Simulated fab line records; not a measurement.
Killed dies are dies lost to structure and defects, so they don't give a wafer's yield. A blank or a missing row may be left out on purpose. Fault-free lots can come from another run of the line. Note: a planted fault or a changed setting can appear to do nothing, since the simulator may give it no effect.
fab line records    flow nand-harc
record lots=7  wafers=20  last-day=24
route steps=1159 shown A_STAIRCASE@741 A_SGD_CUT@747 END@1159
lots that met no fault: from a run of the same line without faults
start-h: the number of hours between the record's first day and the start of the first shown wafer of the lot    wait-h: hours elapsed since this lot's preceding step    " the same as in the row above    L1.1+2: one row covering several wafers at once    - value missing, or start not given    * or withheld: withheld    < > ~ a bound
route shown NAME@n: a module of which the file shows steps, and the number in the route of the first    usual: mean/standard deviation taken from wafers without a fault    same: alike in all rows    chamber/n: place in a boat    sites: each site's reading    _std_site: their standard deviation    _edge_site: mean of outer sites minus mean of inner sites    radius-mm: for every site, how far away it sits from the centre of the wafer    mask NAME#n: copy n    behind: the most recent tool/chamber to have shaped the wafer    hold: what put the lot on hold/how long, in hours/how the hold closed    device: transistor that didn't switch, given as n, p or np    end of line: at the end of the route, the tests of the same wafers    where a step has no rows: the recipe by itself    killed: at the first sort, the dies lost to defects and structure; wafer yield is something else    map: shows each die of a wafer: x if killed, . if not, _ if none is there
set.NAME: the run value of the setting; set.NAME@STEP: its run value at that earlier step    model.NAME: the simulator's own value behind a step, which no gauge read
lots at selected steps of the route; one table per step, one row per wafer
services: from which hour (start-h, from the record's first day; less than 0 if before it) a tool's chamber was out of use, for how many hours, and why
## steps
# step NHARC_A_STAIRCASE_STRIP_475
# recipe time-s=20  o2-flow-sccm=500  ar-flow-sccm=0  bias-w=0  chemistry=O2
# usual drypump-motor-current-A=5.7/0.44  mfc-ar-sccm=0.007/0.0093  oes-product-au=1.005/0.0093  rf-vpp-V=57.8/0.92  showerhead-plenum-p-Torr=3.56/0.11  throttle-valve-pct=17.037/0.0094
lot.wafer  tool         chamber  start-h  wait-h  drypump-motor-current-A  mfc-ar-sccm  oes-product-au  rf-hours-counter-h  rf-vpp-V  showerhead-plenum-p-Torr  throttle-valve-pct
L425.3     rie-diel-11  3        -        -       5.0                      0.011        1.010           40                  58.3      3.49                      17.039
L425.2     "            0        "        "       6.0                      0.001        1.004           41                  56.9      3.52                      17.042
L425.1     "            1        "        "       5.3                      0            1.003           39                  55.6      3.35                      17.036
L430.4     rie-diel-09  0        -        -       5.5                      0.002        1.013           30                  58.8      3.68                      17.039
L430.2     "            2        "        "       5.4                      0.020        1.003           27                  58.3      3.55                      17.047
L430.5     "            1        "        "       6.7                      0.005        0.989           -                   57.5      3.68                      17.045
L431.3     rie-diel-04  3        -        -       6.1                      0            0.998           16                  57.7      3.50                      17.036
L431.6     "            2        "        "       5.6                      0            1.018           -                   59.0      3.66                      17.021
L433.4     rie-diel-11  0        -        -       6.0                      0.001        1.016           63                  57.2      3.50                      17.029
L433.6     "            1        "        "       5.4                      0            1.013           -                   57.5      3.34                      17.046
L433.5     "            2        "        "       6.0                      0            1.000           -                   57.5      3.61                      17.036
L435.2     rie-diel-04  0        -        -       5.7                      0.013        0.995           28                  58.7      3.63                      17.036
L435.1     "            2        "        "       5.6                      0            1.017           31                  57.4      3.65                      17.049
L435.6     "            0        "        "       5.8                      0.013        1.006           -                   59.1      3.63                      17.023
L439.2     rie-diel-09  0        -        -       5.5                      0.002        0.994           50                  58.0      3.67                      17.044
L439.3     "            2        "        "       5.4                      0.020        0.999           46                  55.9      3.54                      17.034
L439.4     "            3        "        "       5.7                      0.033        1.013           47                  57.6      3.39                      17.039
L446.4     rie-diel-04  1        -        -       5.2                      0.023        1.011           52                  58.2      3.65                      17.029
L446.5     "            3        "        "       6.1                      0            0.996           -                   57.2      3.48                      17.039
L446.6     "            0        "        "       5.8                      0.013        1.008           -                   58.3      3.62                      17.041
# step NHARC_A_STAIRCASE_DEP_471
# recipe target-thk-a=1000  temp-c=400  pressure-torr=6.5  rf-w=900  teos-flow-sccm=161.4  flow-sccm=2650  target-thk-nm=100  gas=O2  material=SiO2
# usual heater-power-w=534/68  susceptor-temp-C=400.00/0.2  throttle-valve-pct=16.1/0.44
lot.wafer  tool      chamber  start-h  wait-h  heater-power-w  susceptor-temp-C  throttle-valve-pct
L425.1     pecvd-04  2        303.04   -       482             400.10            16.9
L425.3     "         0        "        "       562             400.23            15.7
L425.2     "         1        "        "       533             399.88            16.0
L430.2     pecvd-04  1        344.52   -       514             400.04            15.8
L430.4     "         0        "        "       554             400.24            15.8
L430.5     "         2        "        "       401             400.01            16.9
L431.3     pecvd-01  1        362.08   -       671             400.24            16.3
L431.6     "         0        "        "       590             399.81            15.6
L433.5     pecvd-03  2        365.91   -       405             399.95            16.1
L433.4     "         0        "        "       519             399.82            16.3
L433.6     "         1        "        "       546             399.84            16.5
L435.2     pecvd-01  1        373.98   -       583             400.02            16.2
L435.1     "         2        "        "       540             399.90            15.6
L435.6     "         1        "        "       599             399.75            15.9
L439.3     pecvd-04  2        393.99   -       512             399.88            16.4
L439.2     "         0        "        "       597             399.71            15.5
L439.4     "         1        "        "       514             399.74            15.7
L446.5     pecvd-04  0        435.22   -       537             400.34            15.7
L446.6     "         1        "        "       419             400.38            15.6
L446.4     "         2        "        "       556             400.57            16.7
# step NHARC_A_STAIRCASE_CMP_472
# recipe material=SiO2
# usual motor-current-A=12.0/0.98
lot.wafer  tool    chamber  start-h  wait-h  motor-current-A
L425.2     cmp-02  0        303.32   0.2     11.3
L425.3     "       2        "        "       11.2
L425.1     "       3        "        "       13.4
L430.4     cmp-03  2        344.78   0.2     10.6
L430.2     "       3        "        "       11.3
L430.5     "       2        "        "       10.3
L431.3     cmp-02  2        362.37   0.3     11.8
L431.6     "       3        "        "       12.0
L433.4     cmp-01  2        366.09   0.1     11.9
L433.6     "       2        "        "       12.1
L433.5     "       3        "        "       12.2
L435.1     cmp-02  0        374.25   0.2     11.7
L435.2     "       2        "        "       11.6
L435.6     "       3        "        "       12.4
L439.2     cmp-01  2        394.24   0.2     12.2
L439.3     "       0        "        "       13.5
L439.4     "       1        "        "       11.8
L446.4     cmp-03  3        435.50   0.2     11.0
L446.6     "       0        "        "       11.1
L446.5     "       1        "        "       14.9
# step NHARC_A_STAIRCASE_SRD_474
# step NHARC_A_STAIRCASE_INSPECT_155
# usual raw-defect-count=354/130
lot.wafer  tool               chamber  start-h  wait-h  raw-defect-count
L425.1     defect-inspect-01  -        303.66   0.1     234
L425.2     "                  -        "        "       256
L425.3     "                  -        "        "       233
L430.2     defect-inspect-02  -        345.10   0.1     327
L430.4     "                  -        "        "       737
L430.5     "                  -        "        "       350
L431.3     defect-inspect-01  -        362.64   0.1     373
L431.6     "                  -        "        "       219
L433.4     defect-inspect-01  -        366.45   0.1     225
L433.5     "                  -        "        "       343
L433.6     "                  -        "        "       372
L435.1     defect-inspect-01  -        374.56   0.1     520
L435.2     "                  -        "        "       473
L435.6     "                  -        "        "       404
L439.2     defect-inspect-02  -        394.58   0.1     337
L439.3     "                  -        "        "       485
L439.4     "                  -        "        "       299
L446.4     defect-inspect-01  -        435.78   0.1     161
L446.5     "                  -        "        "       283
L446.6     "                  -        "        "       199
# step NHARC_A_SGD_CUT_DEP_00
# recipe target-thk-a=500  temp-c=400  target-thk-nm=50  flow-sccm=200  rf-w=450  material=SiNx
# usual heater-power-w=706/81  susceptor-temp-C=400.00/0.21
lot.wafer  tool      chamber  start-h  wait-h  heater-power-w  susceptor-temp-C
L425.2     pecvd-02  2        303.90   0.2     605             400.37
L425.3     "         0        "        "       657             400.09
L425.1     "         1        "        "       777             400.22
L430.2     pecvd-03  1        345.23   0.1     763             399.97
L430.4     "         2        "        "       599             400.08
L430.5     "         1        "        "       631             400.10
L431.3     pecvd-01  1        362.71   0.1     861             400.26
L431.6     "         0        "        "       704             399.41
L433.5     pecvd-01  1        366.71   0.3     705             399.94
L433.6     "         2        "        "       735             400.32
L433.4     "         0        "        "       667             400.25
L435.1     pecvd-02  0        374.63   0.1     725             400.09
L435.2     "         1        "        "       634             400.24
L435.6     "         0        "        "       736             399.74
L439.3     pecvd-03  1        394.65   0.1     648             400.19
L439.2     "         2        "        "       604             399.73
L439.4     "         0        "        "       648             400.12
L446.4     pecvd-03  1        435.93   0.1     733             399.72
L446.6     "         2        "        "       533             400.37
L446.5     "         0        "        "       592             400.34
# step NHARC_A_SGD_CUT_DEHYDRATE_01
# recipe temp-c=150  time-s=120
# step NHARC_A_SGD_CUT_HMDS_02
# recipe time-s=30
# step NHARC_A_SGD_CUT_COAT_56
# recipe temp-c=260  time-s=75
# step NHARC_A_SGD_CUT_COAT_57
# recipe temp-c=225  time-s=65
# step NHARC_A_SGD_CUT_COAT_03
# recipe spin-rpm=1500  resist-thk-nm=90
# step NHARC_A_SGD_CUT_SOFTBAKE_04
# recipe temp-c=105  time-s=55
# usual heater-power-total-W=188.46/0.16  plate-temp-C=105.00/0.12  resist-line-temp-C=22.97/0.095
lot.wafer  tool            chamber  start-h  wait-h  heater-power-total-W  plate-temp-C  resist-line-temp-C
L425.1     litho-track-06  0        304      -       188.32                104.96        23.00
L425.2     "               0        "        "       188.43                105.17        22.97
L425.3     "               0        "        "       188.37                105.09        23.04
L430.2     litho-track-01  0        345      -       192.10                106.53        23.00
L430.4     "               0        "        "       192.23                106.81        22.93
L430.5     "               0        "        "       192.13                106.57        22.84
L431.3     litho-track-01  0        362      -       192.47                106.67        22.97
L431.6     "               0        "        "       192.10                106.62        23.16
L433.4     litho-track-01  0        366      -       191.98                106.65        22.68
L433.5     "               0        "        "       192.03                106.52        22.96
L433.6     "               0        "        "       192.06                106.59        23.00
L435.1     litho-track-06  0        374      -       188.32                105.00        22.97
L435.2     "               0        "        "       188.42                104.98        22.90
L435.6     "               0        "        "       188.57                105.04        22.97
L439.2     litho-track-04  0        394      -       188.46                104.91        23.12
L439.3     "               0        "        "       188.69                104.87        23.06
L439.4     "               0        "        "       188.59                104.85        23.15
L446.4     litho-track-04  0        436      -       188.47                104.98        22.79
L446.5     "               0        "        "       188.28                104.89        22.76
L446.6     "               0        "        "       188.45                105.01        22.91
# step NHARC_A_SGD_CUT_EBR_05
# step NHARC_END_SORT_01
# recipe temp-c=25
# usual killed-at-array=27/8.8  killed-at-other=0.4/0.82  killed-at-periphery=3.1/2.1  killed-dies=31/8.8  killed-open=3.3/2  killed-short=2.0/1.4
# same gross-dies=677
lot.wafer  tool       chamber  start-h  wait-h  killed-at-array  killed-at-other  killed-at-periphery  killed-dies  killed-open  killed-short
L425.1     prober-02  0        452.17   2.5     28               1                6                    35           1            3
L425.2     prober-02  0        452.98   2.8     26               0                2                    28           2            1
L425.3     prober-02  0        453.79   3.1     28               0                2                    30           3            2
L431.3     prober-01  0        491.79   3.1     28               0                1                    29           2            3
L431.6     prober-01  0        494.13   3.9     32               0                0                    32           4            5
# killed by level:class
L425.1 A_CHANNEL_HOLE_D1:chamber-film-flake=15 A_SLIT:chamber-film-flake=5 A_CONTACT:chamber-film-flake=4 P_ZERO_WELL:chamber-film-flake=2 P_GATE:geometric-particle:short=1 P_M0:geometric-particle:short=1 A_CONTACT:geometric-particle:short=1 A_M1:geometric-particle:open=1
L425.2 A_CHANNEL_HOLE_D1:chamber-film-flake=10 A_SLIT:chamber-film-flake=6 A_STAIRCASE:chamber-film-flake=3 A_ZERO_WELL:chamber-film-flake=2 A_CONTACT:chamber-film-flake=2 A_CHANNEL_FILL_D1:geometric-particle:open=1 A_M0:geometric-particle:open=1 A_M1:geometric-particle:short=1
L425.3 A_CHANNEL_HOLE_D1:chamber-film-flake=10 A_SLIT:chamber-film-flake=7 A_CONTACT:chamber-film-flake=5 A_CHANNEL_FILL_D1:geometric-particle:open=2 P_CONTACT:geometric-particle:short=1 A_WL_FILL:geometric-particle:short=1 A_CONTACT:geometric-particle:open=1 P_STI:chamber-film-flake=1
L431.3 A_SLIT:chamber-film-flake=11 A_SGD_CUT:chamber-film-flake=4 A_STAIRCASE:chamber-film-flake=4 A_CHANNEL_HOLE_D1:chamber-film-flake=2 A_CONTACT:chamber-film-flake=2 P_CONTACT:geometric-particle:short=1 A_ONON_D1:geometric-particle:short=1 A_CHANNEL_FILL_D1:geometric-particle:short=1
L431.6 A_SLIT:chamber-film-flake=12 A_CHANNEL_HOLE_D1:chamber-film-flake=4 A_CONTACT:chamber-film-flake=3 A_ONON_D1:geometric-particle:short=2 A_SOURCE_PLATE:geometric-particle:open=1 A_ONON_D1:geometric-particle:open=1 A_CHANNEL_HOLE_D1:geometric-particle:open=1 A_WL_FILL:geometric-particle:short=1
## services
tool            chamber  start-h  hours  kind
rie-diel-04     1        285.68   14.8   repair
cmp-01          -        287.85   4.0    pm
rie-diel-04     -        288.90   9.0    pm
litho-track-06  -        292.00   7.0    pm
pecvd-03        -        292.37   13.0   pm
cmp-02          -        296.86   4.4    repair
rie-diel-09     -        303.60   1.2    repair
litho-track-04  -        316.00   7.0    pm
cmp-02          -        324.68   4.0    pm
pecvd-01        0        328.75   6.2    repair
pecvd-02        0        332.26   5.2    repair
cmp-01          -        332.94   1.4    repair
pecvd-02        -        334.24   13.0   pm
cmp-03          -        352.02   4.0    pm
rie-diel-11     1        352.19   8.8    repair
cmp-03          -        357.14   6.1    repair
rie-diel-11     -        367.85   9.0    pm
pecvd-04        -        376.24   13.0   pm
rie-diel-09     -        376.62   0.7    repair
cmp-01          -        385.85   4.0    pm
cmp-02          -        389.09   6.8    repair
rie-diel-09     -        407.74   0.8    repair
pecvd-01        -        418.61   13.0   pm
cmp-02          -        422.75   4.0    pm
## key
first-sign step=NHARC_A_SGD_CUT_SOFTBAKE_04  reading=heater-power-total-W  direction=up  sigmas=23  usual=*  struck=*
effect step=NHARC_A_SGD_CUT_SOFTBAKE_04  reading=plate-temp-C  direction=up  sigmas=13  usual=*  struck=*
met-at NHARC_A_SGD_CUT_SOFTBAKE_04
struck-wafers L430.2,L430.4,L430.5,L431.3,L431.6,L433.4,L433.5,L433.6
tester-left-out L430,L431,L433
fault kind=process-parameter-drift  tool=litho-track-01  chamber=-  onset-h=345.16  steps=NHARC_A_SGD_CUT_SOFTBAKE_04  channel=temp-c  offset=*  shape=step  end-h=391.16  acts-in=*  stated=*
# tester-left-out: of these lots the tester's yield and bins aren't shown, on N5 and GAA mostly nor the transistor test; their killed dies are dies lost to structure and defects alone, not to doping, threshold or leakage, so they don't give the yield
